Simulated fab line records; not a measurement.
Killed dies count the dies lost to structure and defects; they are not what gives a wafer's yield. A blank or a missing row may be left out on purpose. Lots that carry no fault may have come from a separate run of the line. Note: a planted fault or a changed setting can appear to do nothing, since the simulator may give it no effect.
fab line records	flow n5Finfet
record: lots: 5	wafers: 15	lastDay: 19
route steps=1938 shown TV_LITHO@1883 TV_OPEN@1887 PAD_METAL@1893 PASSIVATION@1936
lots untouched by any fault: they come from a run of this same line in which no faults occurred
startH: the number of hours between the record's first day and the start of the first shown wafer of the lot	waitH: time in hours since the lot's previous step	" repeats the value in the row above	L1.1+2: one row covering several wafers at once	- no value, or no start was given	* or withheld: withheld	< > ~ a bound
route shown NAME@n: a module of which the file shows steps, and the number in the route of the first	usual: mean and standard deviation over wafers with no fault	same: alike in all rows	chamber/n: place in a boat	sites: the reading at each site	_std_site: their standard deviation	_edge_site: the outer-site mean with the inner-site mean subtracted	radiusMm: how far each site lies from the wafer's centre	mask NAME#n: copy n	behind: the most recent tool/chamber to have shaped the wafer	hold: why the lot was held/for how many hours/how that ended	device: the transistor (n, p or np) that didn't switch	end of line: tests of these same wafers at the route's end	where a step has no rows: the recipe by itself	killed: at the first sort, the dies lost to defects and structure; wafer yield is something else	map: the dies of a wafer, with x for killed, . for not killed, _ for no die there
set.NAME: the setting that was run; set.NAME@STEP: the one run at that earlier step	model.NAME: the simulator's own value behind a step, which no gauge read
lots at selected steps of the route; one table per step, one row per wafer
services: when a tool's chamber went out of use (startH, in hours from the record's first day, below 0 if earlier), for how many hours, and the reason
== steps ==
step: N5_PASSIVATION_CD_MEAS_10
recipe: targetCdNm: 3000	landingEnergyEv: 500	detector: seInlens
usual: cdNm: 3000.9/2
lot.wafer	tool	chamber	startH	waitH	cdNm
L923.2	cdSem-02	0	307.57	-	3001.1
L923.3	"	0	"	"	3000.7
L923.4	"	0	"	"	3000.9
L922.2	cdSem-02	0	330.30	-	3004.8
L922.4	"	0	"	"	3002.4
L922.6	"	0	"	"	3002.5
L938.2	cdSem-03	0	422.46	-	3002.0
L938.3	"	0	"	"	3003.7
L938.5	"	0	"	"	3002.5
L941.3	cdSem-02	0	428.20	-	3002.3
L941.5	"	0	"	"	3001.9
L941.6	"	0	"	"	3001.8
L942.1	cdSem-02	0	445.68	-	3002.0
L942.4	"	0	"	"	3002.1
L942.5	"	0	"	"	3002.6
step: N5_PASSIVATION_OVL_MEAS_60
recipe: pointsPerWafer: 44
usual: TV_OVL: 1/6.7
lot.wafer	tool	chamber	startH	waitH	TV_OVL[nm]
L923.2	overlay-02	0	307.60	0.0	-4
L923.3	"	0	"	"	7
L923.4	"	0	"	"	-1
L922.2	overlay-01	0	330.33	0.0	0
L922.4	"	0	"	"	2
L922.6	"	0	"	"	5
L938.2	overlay-01	0	422.49	0.0	-1
L938.3	"	0	"	"	0
L938.5	"	0	"	"	4
L941.3	overlay-01	0	428.23	0.0	19
L941.5	"	0	"	"	12
L941.6	"	0	"	"	0
L942.1	overlay-01	0	445.71	0.0	-4
L942.4	"	0	"	"	-1
L942.5	"	0	"	"	-1
step: N5_PASSIVATION_INSPECT_61
recipe: mode: adi	inspectInstrument: macro
usual: rawDefectCount: 1.9/1.5
lot.wafer	tool	chamber	startH	waitH	rawDefectCount
L923.2	defectInspect-01	-	307.62	0.0	0
L923.3	"	-	"	"	1
L923.4	"	-	"	"	2
L922.2	defectInspect-01	-	330.35	0.0	2
L922.4	"	-	"	"	2
L922.6	"	-	"	"	2
L938.2	defectInspect-02	-	422.52	0.0	0
L938.3	"	-	"	"	3
L938.5	"	-	"	"	3
L941.3	defectInspect-01	-	428.25	0.0	2
L941.5	"	-	"	"	1
L941.6	"	-	"	"	1
L942.1	defectInspect-01	-	445.74	0.0	1
L942.4	"	-	"	"	2
L942.5	"	-	"	"	3
step: N5_PASSIVATION_DESCUM_12
recipe: chemistry: O2	timeS: 7.9	sourcePowerW: 50	biasPowerW: 20	pressureMtorr: 20	rfFrequencyHz: 2.712e+07	tempC: 40	o2FlowSccm: 225
usual: drypumpMotorCurrentA: 5.6/0.33	oesProductAu: 0.80/0.096	rfVppV: 242.9/1.6	showerheadPlenumPTorr: 2.07/0.087	throttleValvePct: 20.44/0.27
same: timeS: 7.9
lot.wafer	tool	chamber	startH	waitH	drypumpMotorCurrentA	oesProductAu	rfHoursCounterH	rfVppV	showerheadPlenumPTorr	throttleValvePct
L923.2	rieDiel-02	3	307.65	0.0	5.2	0.77	140	239.8	1.92	20.39
L923.3	"	2	"	"	6.1	0.74	179	242.8	2.17	20.09
L923.4	"	2	"	"	6.1	0.74	-	245.1	2.17	20.09
L922.2	rieDiel-06	0	330.38	0.0	5.9	0.69	230	242.6	1.98	20.66
L922.4	"	1	"	"	5.6	0.86	-	242.4	2.03	20.51
L922.6	"	2	"	"	6.1	0.94	-	247.1	2.22	19.95
L938.2	rieDiel-02	1	423.07	0.6	5.9	0.83	63	244.5	2.12	20.33
L938.3	"	3	"	"	5.2	0.75	178	241.2	1.91	20.43
L938.5	"	1	"	"	5.8	0.83	-	242.9	2.12	20.31
L941.3	rieDiel-06	0	428.29	0.0	5.9	0.98	7	245.0	2.23	20.28
L941.5	"	1	"	"	5.6	0.81	-	242.5	2.02	20.53
L941.6	"	0	"	"	5.9	0.99	-	244.8	2.23	20.25
L942.1	rieDiel-05	2	446.04	0.3	5.2	0.70	223	241.0	1.99	21.07
L942.4	"	1	"	"	5.3	0.68	228	241.7	2.06	20.43
L942.5	"	0	"	"	5.9	0.86	-	243.3	2.04	20.50
step: N5_PASSIVATION_PASS_ETCH_74
recipe: chemistry: CF4/O2	target: SiNx	targetDepthA: 2200	timeS: 110	ionEnergyEv: 100	pressureMtorr: 40	sourceW: 535	biasW: 49	Ar_flow_sccm: 100	cf4FlowSccm: 100	O2_flow_sccm: 10
usual: drypumpMotorCurrentA: 5.6/0.33	oesProductAu: 0.80/0.095	rfVppV: 241/3.3	showerheadPlenumPTorr: 2.19/0.087	throttleValvePct: 16.03/0.24
same: timeS: 110
lot.wafer	tool	chamber	startH	waitH	drypumpMotorCurrentA	oesProductAu	rfHoursCounterH	rfVppV	showerheadPlenumPTorr	throttleValvePct
L923.2	rieDiel-02	3	307.72	0.0	5.1	0.77	140	237	2.04	16.01
L923.3	"	2	"	"	6.1	0.74	179	246	2.28	15.76
L923.4	"	2	"	"	6.1	0.73	-	245	2.28	15.75
L922.2	rieDiel-06	0	330.45	0.0	5.9	0.69	230	241	2.09	16.28
L922.4	"	1	"	"	5.6	0.86	-	238	2.15	16.03
L922.6	"	2	"	"	6.1	0.96	-	244	2.34	15.56
L938.2	rieDiel-02	1	423.14	0.0	5.8	0.85	63	240	2.24	15.88
L938.3	"	3	"	"	5.2	0.74	178	236	2.03	16.10
L938.5	"	1	"	"	5.8	0.84	-	241	2.24	15.88
L941.3	rieDiel-06	0	428.35	0.0	5.9	0.99	7	245	2.35	15.83
L941.5	"	1	"	"	5.6	0.82	-	237	2.14	16.11
L941.6	"	0	"	"	5.9	1.00	-	243	2.35	15.83
L942.1	rieDiel-05	2	446.10	0.0	5.2	0.70	223	238	2.10	16.59
L942.4	"	1	"	"	5.3	0.69	228	238	2.18	16.10
L942.5	"	0	"	"	5.9	0.86	-	244	2.15	16.03
step: N5_PASSIVATION_VIA_ETCH_13
recipe: chemistry: CHF3/O2	target: SiO2	targetDepthA: 6600	CHF3_flow_sccm: 50	O2_flow_sccm: 5	Ar_flow_sccm: 200	timeS: 330	maskMaterial: PR	pressureMtorr: 30	sourceW: 650	biasW: 170	ionEnergyEv: 200	ends: cleared
usual: drypumpMotorCurrentA: 5.6/0.33	etchRfOnTimeS: 235/4.2	oesProductAu: 0.72/0.087	rfVppV: 524/6.9	showerheadPlenumPTorr: 2.39/0.098	throttleValvePct: 18.93/0.24
lot.wafer	tool	chamber	startH	waitH	drypumpMotorCurrentA	etchRfOnTimeS	oesProductAu	rfHoursCounterH	rfVppV	showerheadPlenumPTorr	throttleValvePct
L923.2	rieDiel-02	3	307.81	0.0	5.2	232	0.70	141	514	2.23	18.89
L923.3	"	2	"	"	6.1	231	0.66	180	534	2.50	18.62
L923.4	"	2	"	"	6.1	237	0.67	-	533	2.50	18.62
L922.2	rieDiel-06	0	330.54	0.0	5.9	238	0.63	230	524	2.29	19.16
L922.4	"	1	"	"	5.6	236	0.77	-	516	2.35	18.97
L922.6	"	2	"	"	6.0	234	0.86	-	529	2.57	18.47
L938.2	rieDiel-02	1	423.23	0.0	5.9	229	0.76	63	524	2.45	18.81
L938.3	"	3	"	"	5.1	232	0.67	178	516	2.21	18.95
L938.5	"	1	"	"	5.8	234	0.76	-	524	2.45	18.81
L941.3	rieDiel-06	0	428.44	0.0	5.9	231	0.89	7	531	2.57	18.79
L941.5	"	1	"	"	5.6	238	0.73	-	516	2.34	19.03
L941.6	"	0	"	"	5.9	230	0.90	-	533	2.57	18.80
L942.1	rieDiel-05	2	446.19	0.0	5.2	240	0.63	223	517	2.29	19.47
L942.4	"	1	"	"	5.4	240	0.61	228	516	2.37	18.87
L942.5	"	0	"	"	5.9	242	0.76	-	532	2.36	19.02
step: N5_PASSIVATION_STRIP_14
recipe: chemistry: O2	powerW: 600	tempC: 60	pressureMtorr: 30	rfFrequencyHz: 6e+07	biasPowerW: 0	overashFraction: 0.5	o2FlowSccm: 225
usual: drypumpMotorCurrentA: 5.6/0.33	oesProductAu: 0.80/0.095	rfVppV: 3.6/0.92	showerheadPlenumPTorr: 2.08/0.087	throttleValvePct: 16.69/0.25
lot.wafer	tool	chamber	startH	waitH	drypumpMotorCurrentA	oesProductAu	rfHoursCounterH	rfVppV	showerheadPlenumPTorr	throttleValvePct
L923.2	rieDiel-02	3	308.01	0.1	5.1	0.77	141	5.7	1.92	16.65
L923.3	"	2	"	"	6.0	0.75	180	4.0	2.17	16.43
L923.4	"	2	"	"	6.1	0.75	-	2.5	2.17	16.41
L922.2	rieDiel-06	0	330.74	0.1	5.9	0.70	230	2.9	1.98	16.91
L922.4	"	1	"	"	5.6	0.86	-	5.5	2.04	16.68
L922.6	"	2	"	"	6.1	0.95	-	3.0	2.23	16.18
L938.2	rieDiel-02	1	423.43	0.1	5.9	0.83	64	2.9	2.13	16.51
L938.3	"	3	"	"	5.1	0.74	178	4.2	1.91	16.74
L938.5	"	1	"	"	5.8	0.83	-	3.1	2.13	16.53
L941.3	rieDiel-06	0	428.64	0.1	5.9	0.98	7	3.3	2.23	16.51
L941.5	"	1	"	"	5.6	0.81	-	3.6	2.02	16.75
L941.6	"	0	"	"	5.9	0.98	-	2.1	2.23	16.53
L942.1	rieDiel-05	2	446.39	0.1	5.2	0.70	223	2.6	1.99	17.31
L942.4	"	1	"	"	5.4	0.68	228	4.1	2.07	16.74
L942.5	"	0	"	"	5.9	0.85	-	2.9	2.04	16.73
step: N5_PASSIVATION_ETCH_15
recipe: chemistry: CF4/N2	target: SiCN	targetDepthA: 750	taperDeg: 2	timeS: 81.2	ionEnergyEv: 150	maskMaterial: SiNx	pressureMtorr: 40	sourceW: 430	biasW: 70	Ar_flow_sccm: 100	cf4FlowSccm: 60	n2FlowSccm: 60
step: N5_PASSIVATION_STRIP_73
recipe: chemistry: postEtchResidueRemover	timeS: 60	tempC: 25	removerPh: withheld	removerWaterWtPct: withheld	removerFluorideWtPct: withheld
step: N5_PASSIVATION_SRD_17
recipe: timeS: 30	tempC: 23	rinseLiquid: diw	dry: n2Spin	spinRpm: 1500	dryTimeS: 30
step: N5_PASSIVATION_DEGAS_18
recipe: ambient: vacuum	tempC: 300	timeS: 60
usual: heaterPowerW: 453/62
same: timeS: 60
lot.wafer	tool	chamber	startH	waitH	heaterPowerW
L923.2	pvdSputter-02	-	308.98	0.8	448
L923.3	"	-	"	"	382
L923.4	"	-	"	"	393
L922.2	pvdSputter-01	-	331.97	1.0	380
L922.4	"	-	"	"	472
L922.6	"	-	"	"	383
L938.2	pvdSputter-01	-	423.86	0.2	398
L938.3	"	-	"	"	465
L938.5	"	-	"	"	480
L941.3	pvdSputter-02	-	431.24	2.4	566
L941.5	"	-	"	"	374
L941.6	"	-	"	"	387
L942.1	pvdSputter-03	-	447.05	0.5	473
L942.4	"	-	"	"	542
L942.5	"	-	"	"	436
step: N5_PASSIVATION_PRE_CLEAN_19
recipe: gas: H2/He	timeS: *	tempC: *
step: N5_PASSIVATION_SPUTTER_20
recipe: material: TaN	targetThkA: 500	tempC: 25	chamberPressurePa: 0.4
usual: throttleValvePct: 30.5/0.77
lot.wafer	tool	chamber	startH	waitH	throttleValvePct	model.TaN_of_PASSIVATION_SPUTTER_20.thkNm
L923.2	pvdSputter-02	-	309.06	0.0	30.4	49.6
L923.3	"	-	"	"	31.5	50
L923.4	"	-	"	"	29.3	50
L922.2	pvdSputter-01	-	332.05	0.0	31.2	49.8
L922.4	"	-	"	"	31.2	49.8
L922.6	"	-	"	"	31.4	49.6
L938.2	pvdSputter-01	-	423.94	0.0	31.2	30
L938.3	"	-	"	"	29.1	49.4
L938.5	"	-	"	"	31.3	49.6
L941.3	pvdSputter-02	-	431.32	0.0	30.3	49.6
L941.5	"	-	"	"	31.6	49.8
L941.6	"	-	"	"	29.7	50.2
L942.1	pvdSputter-03	-	447.13	0.0	29.7	49.8
L942.4	"	-	"	"	30.7	49.8
L942.5	"	-	"	"	30.1	49.4
step: N5_PASSIVATION_AL_DEP_21
recipe: material: Al	targetThkA: 28000	tempC: 400	timeS: 170	powerW: 30000	chamberPressurePa: 0.4	gas: Ar
step: N5_PASSIVATION_PROBE_49
usual: defectLimitedYield: 91.2/1.4	killed_at_M0_to_M3: 36/11	killed_at_M4_up: 14/5.6	killedAtContacts: 12/5.9	killedAtFrontEnd: 38/13	killedAtOther: 3.5/2.7	killedDies: 104/17	killedOpen: 68/12	killedShort: 34/8.2	sort_bin_5_function: 5.1/0.95	sort_bin_6_memory: 3.3/0.7	sortNPass: 1076/17	sortYieldPct: 91.2/1.4
same: grossDies: 1180	killedAtBackSide: 0	sort_bin_4_leakage[%]: 0	sort_bin_8_speed[%]: 0
lot.wafer	tool	chamber	startH	waitH	defectLimitedYield[%]	killed_at_M0_to_M3	killed_at_M4_up	killedAtContacts	killedAtFrontEnd	killedAtOther	killedDies	killedOpen	killedShort	sort_bin_5_function[%]	sort_bin_6_memory[%]	sortNPass	sortYieldPct[%]
L942.1	prober-01	-	453.06	0.0	92.5	27	9	19	32	2	89	57	32	4.5	2.8	1091	92.5
L942.4	prober-01	-	453.21	0.2	92.1	29	13	16	32	3	93	66	26	4.7	3.1	1087	92.1
L942.5	prober-01	-	453.26	0.2	92.3	30	12	23	24	2	91	71	18	4.1	3.4	1089	92.3
killed by level:class
L942.1 MOL_CONTACT_COAG:geometricParticle:open=15 FIN_SAQP:geometricParticle:short=8 BEOL_M2:geometricParticle:open=6 STI_FIN_REVEAL:geometricParticle:open=5 BEOL_M0_SAQP:geometricParticle:open=5 BEOL_M3:geometricParticle:open=5 DUMMY_GATE:geometricParticle:open=4 MOL_CONTACT_COAG:geometricParticle:short=4
L942.4 MOL_CONTACT_COAG:geometricParticle:open=13 BEOL_M4:geometricParticle:open=9 BEOL_M0:geometricParticle:open=6 BEOL_M1:geometricParticle:open=6 DUMMY_GATE:geometricParticle:open=5 BEOL_M2:geometricParticle:open=5 STARTING-WAFER:geometricParticle:open=5 FIN_SAQP:geometricParticle:open=4
L942.5 MOL_CONTACT_COAG:geometricParticle:open=17 BEOL_M3:geometricParticle:open=13 BEOL_M2:geometricParticle:open=9 STI_FIN_REVEAL:geometricParticle:open=6 BEOL_M4:geometricParticle:open=5 FIN_SAQP:geometricParticle:short=4 MOL_CONTACT_COAG:geometricParticle:short=4 STI_FIN_REVEAL:geometricParticle:short=3
== services ==
tool	chamber	startH	hours	kind
rieDiel-02	1	304.26	7.9	repair
rieDiel-06	2	306.74	-	clean
rieDiel-06	2	306.74	-	consumableReplace:focusRing
rieDiel-06	2	306.74	-	consumableReplace:showerhead
rieDiel-06	2	306.74	12.8	scheduledDown
rieDiel-06	2	306.74	12.8	ventCycle
rieDiel-06	3	318.44	5.6	repair
rieDiel-06	3	324.08	-	clean
rieDiel-06	3	324.08	-	consumableReplace:focusRing
rieDiel-06	3	324.08	20.3	scheduledDown
rieDiel-06	3	324.08	20.3	ventCycle
pvdSputter-03	-	347.98	6.3	repair
rieDiel-02	-	356.59	0.6	repair
pvdSputter-02	-	357.28	0.6	repair
rieDiel-02	1	381.87	25.8	repair
rieDiel-05	-	387.54	2.8	pm
rieDiel-06	0	388.10	-	clean
rieDiel-06	0	388.10	-	consumableReplace:focusRing
rieDiel-06	0	388.10	-	consumableReplace:showerhead
rieDiel-06	0	388.10	20.7	scheduledDown
rieDiel-06	0	388.10	20.7	ventCycle
rieDiel-02	1	430.99	5.1	repair
rieDiel-06	3	437.41	5.5	repair
rieDiel-02	0	441.15	-	clean
== key ==
firstSign none at tools or gauges
modelEffect: step: N5_PASSIVATION_SPUTTER_20	value: TaN_of_PASSIVATION_SPUTTER_20.thkNm	without: 49.6	struck: 30
metAt N5_PASSIVATION_SPUTTER_20
struckWafers L938.2
onsetBetween 332.05 423.94
fault: kind: processParameterDrift	tool: pvdSputter-01	chamber: -	onsetH: 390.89	steps: N5_PASSIVATION_SPUTTER_20	channel: targetThkA	offset: *	shape: step	endH: 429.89	scope: struckWafersOnly	actsIn: *	stated: *
